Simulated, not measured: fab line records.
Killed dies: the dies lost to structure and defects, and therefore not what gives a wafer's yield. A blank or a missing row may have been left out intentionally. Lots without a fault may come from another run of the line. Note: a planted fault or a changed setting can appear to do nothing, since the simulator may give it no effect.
fab line records | flow n5_finfet | part 2 of 2: steps 21 to 29 of 29
record lots=5 | wafers=15 | last_day=17
route steps=1938 shown BEOL_M7@1288
lots untouched by any fault: they come from a run of this same line in which no faults occurred
start_h: the number of hours between the record's first day and the start of the first shown wafer of the lot | wait_h: hours elapsed since this lot's preceding step | " unchanged from the row above | L1.1+2: one row covering several wafers at once | - value missing, or start not given | * or withheld: withheld | < > ~ a bound
route shown NAME@n: a module of which the file shows steps, and the number in the route of the first | usual: the fault-free wafers' mean and standard deviation | same: alike in all rows | chamber/n: place in a boat | sites: readings site by site | _std_site: the standard deviation of these | _edge_site: outer sites' mean less inner sites' | radius_mm: for every site, how far away it sits from the centre of the wafer | mask NAME#n: copy n | behind: the last tool/chamber to shape the wafer | hold: what put the lot on hold/how long, in hours/how the hold closed | device: transistor that didn't switch, given as n, p or np | end of line: the route-end tests of the same wafers | a step with no rows: only its recipe | killed: not the wafer's yield, but the dies lost to structure and defects at the first sort | map: shows each die of a wafer: x if killed, . if not, _ if none is there
set.NAME: setting as actually run; set.NAME@STEP: the setting as run at that earlier step | model.NAME: the simulator's own value behind a step, which no gauge read
a table for each step, a row for each wafer; lots at some steps of the route
services: when a tool's chamber went out of use (start_h, in hours from the record's first day, below 0 if earlier), for how many hours, and the reason
## steps
# step N5_BEOL_M7_TRENCH_ETCH_37
# recipe chemistry=C4F6/O2 | target_depth_a=934.78 | target=SiCOH_lowk | time_s=31.2 | ion_energy_ev=250 | pressure_mtorr=30 | source_w=345 | bias_w=185 | Ar_flow_sccm=300 | C4F6_flow_sccm=10 | O2_flow_sccm=10
# usual drypump_motor_current_A=5.8/0.34 | mfc_ar_sccm=299.8/0.94 | oes_f_703_au=0.77/0.096 | oes_product_au=0.76/0.087 | rf_vpp_V=665/25 | showerhead_plenum_p_Torr=2.84/0.094 | throttle_valve_pct=21.00/0.29
lot.wafer | tool        | chamber | start_h | wait_h | drypump_motor_current_A | mfc_ar_sccm | oes_f_703_au | oes_product_au | rf_hours_counter_h | rf_vpp_V | showerhead_plenum_p_Torr | throttle_valve_pct
L081.2    | rie_diel-03 | 0       | -       | -      | 5.7                     | 300.0       | 0.69         | 0.71           | 201                | 698      | 2.91                     | 20.87
L081.3    | "           | 2       | "       | "      | 6.0                     | 300.1       | 1.01         | 0.98           | 9                  | 669      | 3.00                     | 20.90
L081.4    | "           | 0       | "       | "      | 5.7                     | 299.8       | 0.69         | 0.70           | -                  | 701      | 2.91                     | 20.87
L090.1    | rie_diel-02 | 2       | -       | -      | 5.1                     | 299.7       | 0.70         | 0.68           | 233                | 669      | 2.79                     | 21.09
L090.3    | "           | 0       | "       | "      | 6.3                     | 302.1       | 0.70         | 0.70           | 233                | 634      | 2.84                     | 21.54
L090.5    | "           | 3       | "       | "      | 5.4                     | 298.0       | 0.77         | 0.78           | -                  | 670      | 2.86                     | 20.58
L093.4    | rie_diel-03 | 3       | -       | -      | 5.7                     | 300.1       | 0.75         | 0.70           | 232                | 624      | 2.69                     | 20.94
L093.5    | "           | 3       | "       | "      | 5.8                     | 299.7       | 0.75         | 0.70           | -                  | 623      | 2.69                     | 20.94
L093.6    | "           | 2       | "       | "      | 6.0                     | 300.0       | 0.96         | 0.91           | -                  | 668      | 2.99                     | 20.93
L094.1    | rie_diel-01 | 1       | -       | -      | 5.5                     | 301.4       | 0.73         | 0.69           | 239                | 637      | 2.85                     | 21.42
L094.4    | "           | 2       | "       | "      | 6.2                     | 300.5       | 0.74         | 0.73           | 200                | 695      | 2.69                     | 20.79
L094.6    | "           | 3       | "       | "      | 5.4                     | 300.6       | 0.65         | 0.67           | -                  | 674      | 2.83                     | 21.13
L097.2    | rie_diel-01 | 1       | -       | -      | 5.5                     | 299.9       | 0.72         | 0.69           | 243                | 638      | 2.85                     | 21.41
L097.4    | "           | 3       | "       | "      | 5.4                     | 300.6       | 0.64         | 0.67           | 224                | 674      | 2.83                     | 21.13
L097.5    | "           | 1       | "       | "      | 5.5                     | 301.0       | 0.72         | 0.69           | -                  | 637      | 2.85                     | 21.41
# step N5_BEOL_M7_ETCH_41
# recipe chemistry=CH3F/O2 | target=SiCN | target_depth_a=319 | taper_deg=2 | time_s=57.8 | ion_energy_ev=120 | mask_material=TiN | pressure_mtorr=30 | source_w=395 | bias_w=75 | Ar_flow_sccm=150 | CH3F_flow_sccm=30 | O2_flow_sccm=20
# usual drypump_motor_current_A=5.8/0.34 | mfc_ar_sccm=150.0/0.5 | oes_product_au=0.76/0.087 | rf_vpp_V=297.3/1.6 | showerhead_plenum_p_Torr=1.99/0.067 | throttle_valve_pct=16.41/0.25
lot.wafer | tool        | chamber | start_h | wait_h | drypump_motor_current_A | mfc_ar_sccm | oes_product_au | rf_hours_counter_h | rf_vpp_V | showerhead_plenum_p_Torr | throttle_valve_pct
L081.2    | rie_diel-03 | 0       | -       | -      | 5.7                     | 150.8       | 0.71           | 201                | 299.0    | 2.05                     | 16.36
L081.3    | "           | 2       | "       | "      | 6.0                     | 150.7       | 0.97           | 9                  | 300.8    | 2.12                     | 16.26
L081.4    | "           | 0       | "       | "      | 5.7                     | 150.6       | 0.70           | -                  | 298.1    | 2.05                     | 16.38
L090.1    | rie_diel-02 | 2       | -       | -      | 5.1                     | 149.9       | 0.68           | 233                | 296.4    | 1.96                     | 16.59
L090.3    | "           | 0       | "       | "      | 6.3                     | 150.3       | 0.70           | 233                | 296.5    | 1.99                     | 16.84
L090.5    | "           | 3       | "       | "      | 5.3                     | 149.9       | 0.77           | -                  | 298.6    | 2.01                     | 15.98
L093.4    | rie_diel-03 | 3       | -       | -      | 5.8                     | 150.3       | 0.70           | 232                | 294.7    | 1.89                     | 16.44
L093.5    | "           | 3       | "       | "      | 5.8                     | 150.9       | 0.70           | -                  | 294.4    | 1.89                     | 16.44
L093.6    | "           | 2       | "       | "      | 6.0                     | 150.2       | 0.92           | -                  | 299.7    | 2.11                     | 16.30
L094.1    | rie_diel-01 | 1       | -       | -      | 5.5                     | 150.1       | 0.70           | 239                | 296.5    | 2.00                     | 16.75
L094.4    | "           | 2       | "       | "      | 6.3                     | 149.9       | 0.73           | 200                | 294.3    | 1.89                     | 16.30
L094.6    | "           | 3       | "       | "      | 5.4                     | 148.9       | 0.68           | -                  | 297.6    | 1.99                     | 16.51
L097.2    | rie_diel-01 | 1       | -       | -      | 5.4                     | 149.7       | 0.69           | 243                | 298.1    | 2.00                     | 16.75
L097.4    | "           | 3       | "       | "      | 5.4                     | 150.6       | 0.67           | 224                | 296.7    | 1.98                     | 16.54
L097.5    | "           | 1       | "       | "      | 5.5                     | 150.5       | 0.69           | -                  | 297.1    | 2.00                     | 16.76
# step N5_BEOL_M7_STRIP_80
# recipe chemistry=N2/H2 | time_s=10 | power_w=450 | temp_c=40 | pressure_mtorr=20 | rf_frequency_hz=6e+07 | bias_power_w=7 | n2_flow_sccm=200 | h2_flow_sccm=200
# usual drypump_motor_current_A=5.8/0.34 | oes_product_au=0.76/0.085 | rf_vpp_V=59.1/0.82 | showerhead_plenum_p_Torr=2.53/0.087 | throttle_valve_pct=23.6/0.44
lot.wafer | tool        | chamber | start_h | wait_h | drypump_motor_current_A | oes_product_au | rf_hours_counter_h | rf_vpp_V | showerhead_plenum_p_Torr | throttle_valve_pct
L081.2    | rie_diel-03 | 0       | -       | -      | 5.7                     | 0.72           | 201                | 59.5     | 2.62                     | 23.5
L081.3    | "           | 2       | "       | "      | 6.0                     | 0.97           | 9                  | 60.9     | 2.68                     | 23.5
L081.4    | "           | 0       | "       | "      | 5.7                     | 0.72           | -                  | 59.1     | 2.62                     | 23.5
L090.1    | rie_diel-02 | 2       | -       | -      | 5.2                     | 0.68           | 233                | 58.5     | 2.51                     | 23.6
L090.3    | "           | 0       | "       | "      | 6.3                     | 0.71           | 233                | 60.3     | 2.53                     | 24.8
L090.5    | "           | 3       | "       | "      | 5.4                     | 0.77           | -                  | 58.9     | 2.54                     | 23.2
L093.4    | rie_diel-03 | 3       | -       | -      | 5.8                     | 0.69           | 232                | 59.0     | 2.37                     | 23.3
L093.5    | "           | 3       | "       | "      | 5.7                     | 0.69           | -                  | 60.2     | 2.37                     | 23.4
L093.6    | "           | 2       | "       | "      | 6.0                     | 0.92           | -                  | 58.8     | 2.67                     | 23.5
L094.1    | rie_diel-01 | 1       | -       | -      | 5.5                     | 0.69           | 239                | 58.8     | 2.49                     | 23.6
L094.4    | "           | 2       | "       | "      | 6.2                     | 0.71           | 200                | 59.4     | 2.43                     | 24.1
L094.6    | "           | 3       | "       | "      | 5.4                     | 0.69           | -                  | 59.9     | 2.51                     | 23.7
L097.2    | rie_diel-01 | 1       | -       | -      | 5.5                     | 0.68           | 244                | 58.3     | 2.49                     | 23.6
L097.4    | "           | 3       | "       | "      | 5.4                     | 0.68           | 224                | 58.6     | 2.51                     | 23.7
L097.5    | "           | 1       | "       | "      | 5.5                     | 0.69           | -                  | 60.0     | 2.49                     | 23.6
# step N5_BEOL_M7_OCD_MEAS_38
# usual trench_depth_nm=92.9/2.7
lot.wafer | tool   | chamber | start_h | wait_h | trench_depth_nm
L081.2    | ocd-01 | -       | 232.48  | -      | 90.6
L081.3    | "      | -       | "       | "      | 96.6
L081.4    | "      | -       | "       | "      | 88.5
L090.1    | ocd-02 | -       | 286.57  | -      | 96.0
L090.3    | "      | -       | "       | "      | 92.8
L090.5    | "      | -       | "       | "      | 92.9
L093.4    | ocd-01 | -       | 318.09  | -      | 92.9
L093.5    | "      | -       | "       | "      | 92.7
L093.6    | "      | -       | "       | "      | 95.5
L094.1    | ocd-01 | -       | 318.31  | -      | 93.3
L094.4    | "      | -       | "       | "      | 93.7
L094.6    | "      | -       | "       | "      | 87.3
L097.2    | ocd-02 | -       | 335.87  | -      | 93.6
L097.4    | "      | -       | "       | "      | 87.7
L097.5    | "      | -       | "       | "      | 93.8
# step N5_BEOL_M7_HM_STRIP_39
# recipe chemistry=peroxide_tin_strip | material=TiN | target_depth_a=250 | temp_c=50 | time_s=158
lot.wafer  | tool         | chamber | start_h | wait_h
L081.2+3+4 | wet_bench-06 | 0,1,3   | 232.51  | 0.0
L090.1+3+5 | wet_bench-03 | 5,7,2   | 286.60  | 0.0
L093.4+5+6 | wet_bench-05 | 6,4,2   | 318.12  | 0.0
L094.1+4+6 | wet_bench-03 | 2,3,4   | 318.34  | 0.0
L097.2+4+5 | wet_bench-03 | 3,0,1   | 335.90  | 0.0
# step N5_BEOL_M7_SRD_40
# recipe time_s=30 | temp_c=23 | rinse_liquid=diw | dry=ipa_marangoni
lot.wafer  | tool         | chamber | start_h | wait_h
L081.2+3+4 | wet_bench-06 | 0,1,3   | 232.56  | 0.0
L090.1+3+5 | wet_bench-03 | 5,7,2   | 286.65  | 0.0
L093.4+5+6 | wet_bench-05 | 6,4,2   | 318.17  | 0.0
L094.1+4+6 | wet_bench-03 | 2,3,4   | 318.39  | 0.0
L097.2+4+5 | wet_bench-03 | 3,0,1   | 335.95  | 0.0
# step N5_BEOL_M7_PRECLEAN_42
# recipe chemistry=residue_remover | time_s=60 | temp_c=40
lot.wafer  | tool         | chamber | start_h | wait_h
L081.2+3+4 | wet_bench-06 | 0,1,3   | 232.57  | 0.0
L090.1+3+5 | wet_bench-03 | 5,7,2   | 286.66  | 0.0
L093.4+5+6 | wet_bench-05 | 6,4,2   | 318.18  | 0.0
L094.1+4+6 | wet_bench-03 | 2,3,4   | 318.40  | 0.0
L097.2+4+5 | wet_bench-03 | 3,0,1   | 335.96  | 0.0
# step N5_BEOL_M7_SRD_43
# recipe time_s=30 | temp_c=23 | rinse_liquid=diw | dry=ipa_marangoni
lot.wafer  | tool         | chamber | start_h | wait_h
L081.2+3+4 | wet_bench-06 | 0,1,3   | 232.59  | 0.0
L090.1+3+5 | wet_bench-03 | 5,7,2   | 286.68  | 0.0
L093.4+5+6 | wet_bench-05 | 6,4,2   | 318.20  | 0.0
L094.1+4+6 | wet_bench-03 | 2,3,4   | 318.42  | 0.0
L097.2+4+5 | wet_bench-03 | 3,0,1   | 335.98  | 0.0
# step N5_BEOL_M7_CD_MEAS_35
# recipe target_cd_nm=40 | polarity=opening
# usual cd_nm=40.5/1.1
lot.wafer | tool      | chamber | start_h | wait_h | cd_nm
L081.2    | cd_sem-01 | -       | 232.63  | 0.0    | 40.2
L081.3    | "         | -       | "       | "      | 41.5
L081.4    | "         | -       | "       | "      | 40.8
L090.1    | cd_sem-01 | -       | 286.72  | 0.0    | 40.7
L090.3    | "         | -       | "       | "      | 38.7
L090.5    | "         | -       | "       | "      | 40.2
L093.4    | cd_sem-03 | -       | 318.24  | 0.0    | 39.8
L093.5    | "         | -       | "       | "      | 42.2
L093.6    | "         | -       | "       | "      | 41.0
L094.1    | cd_sem-03 | -       | 318.46  | 0.0    | 41.6
L094.4    | "         | -       | "       | "      | 40.9
L094.6    | "         | -       | "       | "      | 40.8
L097.2    | cd_sem-03 | -       | 336.02  | 0.0    | 39.8
L097.4    | "         | -       | "       | "      | 39.5
L097.5    | "         | -       | "       | "      | 40.0
## services
tool           | chamber | start_h | hours | kind
litho_track-03 | -       | 211.68  | -     | consumable_replace:filter
euv_scanner-01 | -       | 214.51  | 4.6   | pm
euv_scanner-02 | -       | 227.27  | 0.2   | repair
euv_scanner-02 | 0       | 230.44  | -     | calibration
rie_diel-03    | -       | 234.90  | 15.6  | pm
euv_scanner-01 | 0       | 243.66  | -     | calibration
euv_scanner-01 | -       | 251.93  | 1.0   | pm
euv_scanner-02 | -       | 256.50  | 4.6   | pm
litho_track-04 | -       | 263.48  | -     | consumable_replace:filter
euv_scanner-01 | -       | 265.95  | 5.8   | pm
rie_diel-01    | 0       | 270.83  | -     | clean
rie_diel-01    | 0       | 270.83  | -     | consumable_replace:focus_ring
rie_diel-01    | 0       | 270.83  | 24.0  | scheduled_down
rie_diel-01    | 0       | 270.83  | 24.0  | vent_cycle
euv_scanner-02 | -       | 272.81  | 1.7   | repair
rie_diel-01    | -       | 300.50  | 2.8   | pm
euv_scanner-01 | -       | 308.08  | 1.0   | pm
euv_scanner-01 | -       | 309.93  | 1.1   | repair
euv_scanner-02 | -       | 313.46  | 1.0   | pm
litho_track-03 | -       | 334.11  | -     | consumable_replace:filter
